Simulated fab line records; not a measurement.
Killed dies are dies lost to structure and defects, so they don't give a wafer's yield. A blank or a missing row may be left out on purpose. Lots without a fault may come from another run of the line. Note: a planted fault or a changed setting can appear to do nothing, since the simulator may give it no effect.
fab line records | flow nand_harc
record: lots: 6 wafers: 18 last_day: 34
route steps=1302 shown A_CHANNEL_HOLE_D1@471
lots untouched by any fault: they come from a run of this same line in which no faults occurred
start_h: hours from the record's opening day to when the first of the lot's shown wafers began | wait_h: hours from the lot's prior step to this one | " as in the row above | L1.1+2: a single row standing in for several wafers | - no value, or no start was given | * or withheld: withheld | < > ~ a bound
route shown NAME@n: NAME is a module with steps in the file, n the number in the route of the first one | usual: mean/standard deviation taken from wafers without a fault | same: alike in all rows | chamber/n: place in a boat | sites: per-site readings | _std_site: the values' standard deviation | _edge_site: inner sites' mean taken away from outer sites' mean | radius_mm: for every site, how far away it sits from the centre of the wafer | mask NAME#n: copy n | behind: the last tool/chamber to shape the wafer | hold: why the lot was held/for how many hours/how that ended | device: which transistor (n, p or np) failed to switch | end of line: the route-end tests of the same wafers | for a step that has no rows: nothing shown but its recipe | killed: at the first sort, the dies lost to defects and structure; wafer yield is something else | map: a wafer's dies, marking killed ones x, the rest . and places with no die _
set.NAME: the setting as run; set.NAME@STEP: as run at that earlier step | model.NAME: the simulator's own value behind a step, which no gauge read
certain route steps with their lots: each step a table, each wafer a row
services: from which hour (start_h, from the record's first day; less than 0 if before it) a tool's chamber was out of use, for how many hours, and why
== steps ==
step: NHARC_A_CHANNEL_HOLE_D1_ETCH_19
recipe: bias_v: 1200 source_w: 2500 pressure_mtorr: 15 time_s: 34.5 ar_flow_sccm: 375 c4f8_flow_sccm: 28.8 o2_flow_sccm: 96.2 temp_c: -20 target_depth_a: * chemistry: C4F8/O2/Ar
usual: drypump_motor_current_A: 5.5/0.6 mfc_ar_sccm: 375.1/1.2 showerhead_plenum_p_Torr: 3.70/0.079 throttle_valve_pct: 37.038/0.0095
same: time_s: 34.5
columns lot.wafer tool chamber start_h wait_h drypump_motor_current_A mfc_ar_sccm rf_hours_counter_h showerhead_plenum_p_Torr throttle_valve_pct
L699.2 har_etch-01 0 212.88 2.2 5.9 374.5 103 3.67 37.049
L699.4 " 0 " " 5.9 373.8 - 3.67 37.039
L699.3 " 1 " " 5.0 375.0 - 3.65 37.034
L704.1 har_etch-02 0 268.77 2.4 6.4 374.1 333 3.79 37.052
L704.3 " 1 " " 4.9 375.5 - 3.79 37.048
L704.6 " 0 " " 6.4 374.9 - 3.79 37.035
L707.1 har_etch-01 1 290.84 0.1 5.0 375.8 149 3.63 37.026
L707.2 " 0 " " 5.9 375.1 149 3.65 37.024
L707.4 " 0 " " 5.9 376.2 - 3.65 37.034
L710.4 har_etch-01 0 331.80 1.7 5.9 376.5 - 3.64 37.037
L710.6 " 1 " " 5.0 374.7 - 3.61 37.059
L710.5 " 0 " " 5.9 376.1 - 3.64 37.047
L709.1 har_etch-02 0 332.65 1.9 6.3 377.4 363 3.77 37.034
L709.4 " 1 " " 4.9 374.0 - 3.77 37.038
L709.3 " 0 " " 6.4 376.5 - 3.77 37.048
L719.2 har_etch-01 0 409.66 0.1 5.9 372.8 229 3.60 37.032
L719.3 " 0 " " 5.9 375.3 - 3.60 37.033
L719.5 " 0 " " 5.9 372.1 - 3.60 37.030
step: NHARC_A_CHANNEL_HOLE_D1_ETCH_20
recipe: bias_v: 3000 source_w: withheld pressure_mtorr: 20 time_s: 361.9 ar_flow_sccm: 375 c4f8_flow_sccm: 89.3 o2_flow_sccm: 35.7 temp_c: -20 target_depth_a: 16000 chemistry: C4F8/O2/Ar
step: NHARC_A_CHANNEL_HOLE_D1_ETCH_21
recipe: bias_v: 3000 source_w: withheld pressure_mtorr: 20 time_s: 514.3 ar_flow_sccm: 375 c4f8_flow_sccm: 89.3 o2_flow_sccm: 35.7 temp_c: -20 target_depth_a: 16000 chemistry: C4F8/O2/Ar
usual: drypump_motor_current_A: 5.5/0.6 mfc_ar_sccm: 375.0/1.1 showerhead_plenum_p_Torr: 3.66/0.076 throttle_valve_pct: 32.154/0.0088
same: time_s: 514.3
columns lot.wafer tool chamber start_h wait_h drypump_motor_current_A mfc_ar_sccm rf_hours_counter_h showerhead_plenum_p_Torr throttle_valve_pct
L699.2 har_etch-01 0 213.30 0.3 5.9 374.0 104 3.63 32.146
L699.4 " 0 " " 5.9 374.7 - 3.63 32.160
L699.3 " 1 " " 4.9 377.0 - 3.61 32.170
L704.1 har_etch-02 0 269.19 0.3 6.3 375.6 333 3.75 32.158
L704.3 " 1 " " 4.9 373.6 - 3.74 32.158
L704.6 " 0 " " 6.4 375.4 - 3.75 32.150
L707.1 har_etch-01 1 291.26 0.3 4.9 375.1 149 3.59 32.154
L707.2 " 0 " " 5.9 372.1 149 3.61 32.157
L707.4 " 0 " " 5.9 374.0 - 3.61 32.166
L710.4 har_etch-01 0 332.39 0.3 5.9 376.5 - 3.60 32.147
L710.6 " 1 " " 5.0 375.8 - 3.58 32.157
L710.5 " 0 " " 5.9 376.8 - 3.60 32.155
L709.1 har_etch-02 0 333.13 0.3 6.4 375.6 364 3.73 32.154
L709.4 " 1 " " 4.9 375.0 - 3.72 32.156
L709.3 " 0 " " 6.4 372.3 - 3.73 32.174
L719.2 har_etch-01 0 410.09 0.3 5.9 375.5 229 3.57 32.160
L719.3 " 0 " " 5.9 373.4 - 3.57 32.139
L719.5 " 0 " " 5.9 374.6 - 3.57 32.139
step: NHARC_A_CHANNEL_HOLE_D1_ETCH_22
recipe: bias_v: 3000 source_w: withheld pressure_mtorr: 20 time_s: 666.7 ar_flow_sccm: 375 c4f8_flow_sccm: 89.3 o2_flow_sccm: 35.7 temp_c: -20 target_depth_a: 16000 chemistry: C4F8/O2/Ar
usual: drypump_motor_current_A: 5.5/0.6 mfc_ar_sccm: 375.0/1.2 showerhead_plenum_p_Torr: 3.66/0.076 throttle_valve_pct: 32.156/0.008
same: time_s: 666.7
columns lot.wafer tool chamber start_h wait_h drypump_motor_current_A mfc_ar_sccm rf_hours_counter_h showerhead_plenum_p_Torr throttle_valve_pct
L699.2 har_etch-01 0 213.74 0.4 5.9 375.4 104 3.63 32.148
L699.4 " 0 " " 5.9 375.2 - 3.63 32.151
L699.3 " 1 " " 5.0 374.3 - 3.61 32.146
L704.1 har_etch-02 0 269.64 0.4 6.3 374.3 334 3.75 32.162
L704.3 " 1 " " 4.9 372.7 - 3.74 32.152
L704.6 " 0 " " 6.3 374.6 - 3.75 32.152
L707.1 har_etch-01 1 291.71 0.4 5.0 373.7 150 3.59 32.161
L707.2 " 0 " " 5.9 374.6 150 3.61 32.142
L707.4 " 0 " " 5.9 374.8 - 3.61 32.165
L710.4 har_etch-01 0 332.89 0.4 5.9 375.2 - 3.60 32.155
L710.6 " 1 " " 5.0 374.1 - 3.58 32.153
L710.5 " 0 " " 5.9 373.5 - 3.60 32.143
L709.1 har_etch-02 0 333.58 0.4 6.4 374.0 364 3.73 32.140
L709.4 " 1 " " 4.9 374.7 - 3.72 32.164
L709.3 " 0 " " 6.4 374.4 - 3.73 32.160
L719.2 har_etch-01 0 410.53 0.4 5.9 373.7 230 3.57 32.167
L719.3 " 0 " " 5.9 374.3 - 3.57 32.158
L719.5 " 0 " " 5.9 376.0 - 3.57 32.151
step: NHARC_A_CHANNEL_HOLE_D1_ETCH_23
recipe: bias_v: 5000 source_w: withheld pressure_mtorr: 20 time_s: 819 ar_flow_sccm: 375 c4f8_flow_sccm: 89.3 o2_flow_sccm: 35.7 temp_c: -20 target_depth_a: 16000 chemistry: C4F8/O2/Ar
usual: drypump_motor_current_A: 5.5/0.6 mfc_ar_sccm: 374.9/1.1 showerhead_plenum_p_Torr: 3.66/0.076 throttle_valve_pct: 32.156/0.0087
same: time_s: 819
columns lot.wafer tool chamber start_h wait_h drypump_motor_current_A mfc_ar_sccm rf_hours_counter_h showerhead_plenum_p_Torr throttle_valve_pct
L699.2 har_etch-01 0 214.30 0.5 5.9 374.5 105 3.63 32.146
L699.4 " 0 " " 5.9 373.9 - 3.63 32.151
L699.3 " 1 " " 5.0 376.4 - 3.61 32.172
L704.1 har_etch-02 0 270.21 0.5 6.4 375.1 334 3.75 32.141
L704.3 " 1 " " 4.9 374.3 - 3.74 32.161
L704.6 " 0 " " 6.4 376.2 - 3.74 32.150
L707.1 har_etch-01 1 292.29 0.5 4.9 375.8 150 3.59 32.161
L707.2 " 0 " " 5.9 374.0 150 3.61 32.158
L707.4 " 0 " " 5.9 373.6 - 3.61 32.147
L710.4 har_etch-01 0 333.52 0.5 5.9 375.9 - 3.60 32.157
L710.6 " 1 " " 5.0 374.8 - 3.58 32.164
L710.5 " 0 " " 5.9 375.0 - 3.60 32.146
L709.1 har_etch-02 0 334.16 0.5 6.4 375.3 365 3.73 32.158
L709.4 " 1 " " 4.9 373.6 - 3.72 32.157
L709.3 " 0 " " 6.4 375.7 - 3.73 32.157
L719.2 har_etch-01 0 411.09 0.5 5.9 375.5 230 3.57 32.141
L719.3 " 0 " " 5.9 374.1 - 3.57 32.152
L719.5 " 0 " " 5.9 374.9 - 3.57 32.162
step: NHARC_A_CHANNEL_HOLE_D1_ETCH_24
recipe: bias_v: 5000 source_w: withheld pressure_mtorr: 20 time_s: 906.2 ar_flow_sccm: 375 c4f8_flow_sccm: 93.8 o2_flow_sccm: 31.2 temp_c: -20 target_depth_a: 15000 chemistry: C4F8/O2/Ar
step: NHARC_A_CHANNEL_HOLE_D1_ETCH_25
recipe: bias_v: 5000 source_w: withheld pressure_mtorr: 20 time_s: 1040.2 ar_flow_sccm: 375 c4f8_flow_sccm: 93.8 o2_flow_sccm: 31.2 temp_c: -20 target_depth_a: 15000 chemistry: C4F8/O2/Ar
usual: drypump_motor_current_A: 5.5/0.6 mfc_ar_sccm: 375.1/1.1 showerhead_plenum_p_Torr: 3.65/0.076 throttle_valve_pct: 32.236/0.0084
same: time_s: 1040.2
columns lot.wafer tool chamber start_h wait_h drypump_motor_current_A mfc_ar_sccm rf_hours_counter_h showerhead_plenum_p_Torr throttle_valve_pct
L699.2 har_etch-01 0 215.75 0.6 5.9 376.0 106 3.63 32.219
L699.4 " 0 " " 5.9 374.8 - 3.63 32.249
L699.3 " 1 " " 4.9 374.3 - 3.61 32.235
L704.1 har_etch-02 0 271.67 0.6 6.4 375.8 336 3.74 32.238
L704.3 " 1 " " 4.9 373.5 - 3.74 32.240
L704.6 " 0 " " 6.4 376.7 - 3.74 32.241
L707.1 har_etch-01 1 293.75 0.6 5.0 375.8 152 3.58 32.240
L707.2 " 0 " " 5.9 375.6 152 3.60 32.223
L707.4 " 0 " " 5.9 375.2 - 3.60 32.229
L710.4 har_etch-01 0 335.07 0.7 5.9 376.0 - 3.59 32.230
L710.6 " 1 " " 4.9 375.6 - 3.57 32.232
L710.5 " 0 " " 5.9 376.2 - 3.59 32.239
L709.1 har_etch-02 0 335.65 0.7 6.4 375.8 366 3.72 32.249
L709.4 " 1 " " 4.9 374.2 - 3.72 32.236
L709.3 " 0 " " 6.3 373.8 - 3.72 32.235
L719.2 har_etch-01 0 412.56 0.6 5.9 375.9 232 3.56 32.229
L719.3 " 0 " " 5.9 374.5 - 3.56 32.243
L719.5 " 0 " " 5.9 374.1 - 3.56 32.229
step: NHARC_A_CHANNEL_HOLE_D1_ETCH_26
recipe: bias_v: 300 source_w: 2000 pressure_mtorr: 30 time_s: 224.1 ar_flow_sccm: 375 c4f8_flow_sccm: 11.4 o2_flow_sccm: 113.6 temp_c: -20 target_depth_a: 3000 chemistry: C4F8/O2/Ar
step: NHARC_A_CHANNEL_HOLE_D1_ETCH_33
recipe: bias_v: 400 source_w: 2000 pressure_mtorr: 25 time_s: 90 ar_flow_sccm: 375 c4f8_flow_sccm: 41.7 o2_flow_sccm: 83.3 temp_c: -20 target_depth_a: 4000 chemistry: C4F8/O2/Ar
step: NHARC_A_CHANNEL_HOLE_D1_STRIP_41
recipe: n2_flow_sccm: 150 h2_flow_sccm: 150 ar_flow_sccm: 0 bias_w: 0 chemistry: N2/H2
step: NHARC_A_CHANNEL_HOLE_D1_STRIP_42
recipe: cf4_flow_sccm: 100 chf3_flow_sccm: 30 ar_flow_sccm: 0 bias_w: 0 chemistry: CF4/CHF3
step: NHARC_A_CHANNEL_HOLE_D1_STRIP_43
recipe: o2_flow_sccm: 400 cos_flow_sccm: 20 ar_flow_sccm: 0 bias_w: 0 chemistry: O2/COS
step: NHARC_A_CHANNEL_HOLE_D1_ETCH_44
recipe: target_depth_a: 1400 overetch_a: 140 time_s: 77 ion_energy_ev: 100 cf4_flow_sccm: 80 o2_flow_sccm: 20 ar_flow_sccm: 0 rf_w: 300 bias_w: 100 chemistry: CF4/O2
usual: cf4_flow_sccm: 79.98/0.26 drypump_motor_current_A: 6.0/0.34 mfc_ar_sccm: 0.006/0.0092 oes_f_703_au: 1.000/0.0045 oes_o_777_au: 1.000/0.0045 oes_product_au: 1.001/0.0098 rf_vpp_V: 197.7/1.4 showerhead_plenum_p_Torr: 1.33/0.058 throttle_valve_pct: 13.397/0.0077
same: time_s: 77
columns lot.wafer tool chamber start_h wait_h cf4_flow_sccm drypump_motor_current_A mfc_ar_sccm oes_f_703_au oes_o_777_au oes_product_au rf_hours_counter_h rf_vpp_V showerhead_plenum_p_Torr throttle_valve_pct
L699.4 rie_diel-09 3 217.58 0.1 79.81 6.3 0 1.000 0.993 1.011 5 196.0 1.26 13.399
L699.2 " 0 " " 79.92 5.7 0 1.002 1.000 0.999 5 197.5 1.29 13.403
L699.3 " 1 " " 80.23 6.0 0 0.998 0.998 1.007 4 198.7 1.39 13.382
L704.3 rie_diel-06 2 273.52 0.1 80.17 6.2 0 1.002 0.999 0.976 38 197.2 1.30 13.407
L704.1 " 3 " " 80.32 5.8 0.010 0.999 1.009 0.985 38 197.0 1.24 13.397
L704.6 " 1 " " 80.26 6.0 0.012 1.004 1.002 0.998 - 199.1 1.38 13.405
L707.1 rie_diel-09 1 295.58 0.1 79.39 6.0 0 0.999 1.001 1.015 11 198.2 1.39 13.400
L707.2 " 2 " " 79.68 6.5 0.024 1.006 0.996 1.014 10 200.1 1.39 13.399
L707.4 " 3 " " 79.89 6.3 0 1.007 0.996 1.012 12 195.2 1.25 13.408
L710.4 rie_diel-09 2 336.46 0.0 95.87 6.5 0.024 0.939 0.814 0.983 0 197.8 1.53 14.354
L710.6 " 2 " " 95.71 6.5 0.024 0.940 0.816 0.988 - 200.4 1.53 14.353
L710.5 " 3 " " 95.65 6.3 0 0.945 0.821 1.005 - 194.6 1.39 14.356
L709.3 rie_diel-09 3 337.33 0.1 96.48 6.3 0 0.935 0.816 1.012 0 197.2 1.39 14.353
L709.4 " 0 " " 95.67 5.8 0 0.935 0.816 1.001 0 195.3 1.43 14.356
L709.1 " 2 " " 96.09 6.5 0.024 0.935 0.820 0.991 0 198.6 1.53 14.345
L719.2 rie_diel-09 0 414.43 0.1 80.00 5.7 0 0.997 0.991 1.009 9 196.4 1.29 13.376
L719.3 " 1 " " 79.42 6.1 0 0.999 1.004 0.995 9 201.3 1.39 13.397
L719.5 " 2 " " 80.21 6.5 0.024 1.000 1.001 0.993 - 197.9 1.39 13.394
step: NHARC_A_CHANNEL_HOLE_D1_STRIP_27
recipe: o2_flow_sccm: 500 ar_flow_sccm: 0 bias_w: 0 chemistry: O2
== services ==
columns tool chamber start_h hours kind
rie_diel-09 0 201.17 - clean
rie_diel-09 1 201.17 - clean
rie_diel-09 2 201.17 - clean
rie_diel-09 3 201.17 - clean
har_etch-02 - 224.44 0.6 repair
rie_diel-09 0 225.67 - clean
rie_diel-09 1 225.67 - clean
rie_diel-09 2 225.67 - clean
rie_diel-09 3 225.67 - clean
rie_diel-09 0 250.17 - clean
rie_diel-09 1 251.16 3.1 repair
rie_diel-06 1 276.71 102.2 repair
rie_diel-09 2 306.85 2.8 repair
rie_diel-06 - 308.34 9.0 pm
rie_diel-09 - 320.17 9.0 pm
rie_diel-09 2 339.67 7.1 repair
har_etch-02 - 377.00 17.0 pm
har_etch-02 0 377.00 17.0 vent_cycle
har_etch-02 1 377.00 17.0 vent_cycle
har_etch-02 0 394.00 - clean
har_etch-02 0 394.00 - consumable_replace:focus_ring
har_etch-02 1 394.00 - clean
har_etch-02 1 394.00 - consumable_replace:focus_ring
rie_diel-09 3 406.60 12.5 repair
== key ==
first_sign: step: NHARC_A_CHANNEL_HOLE_D1_ETCH_44 reading: throttle_valve_pct direction: up sigmas: 99+ usual: 13.397 struck: 14.353
effect: step: NHARC_A_CHANNEL_HOLE_D1_ETCH_44 reading: cf4_flow_sccm direction: up sigmas: 62 usual: 79.98 struck: 95.91
met_at NHARC_A_CHANNEL_HOLE_D1_ETCH_44
struck_wafers L709.1,L709.3,L709.4,L710.4,L710.5,L710.6
tester_left_out L709,L710
onset_between 295.58 336.46
fault: kind: process_parameter_drift tool: rie_diel-09 chamber: - onset_h: 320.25 steps: NHARC_A_CHANNEL_HOLE_D1_ETCH_44 channel: cf4_flow_sccm offset: 16 shape: step end_h: 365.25 acts_in: these_recipes_only stated: 80
tester_left_out: of these lots the tester's yield and bins aren't shown, on N5 and GAA mostly nor the transistor test; their killed dies are dies lost to structure and defects alone, not to doping, threshold or leakage, so they don't give the yield
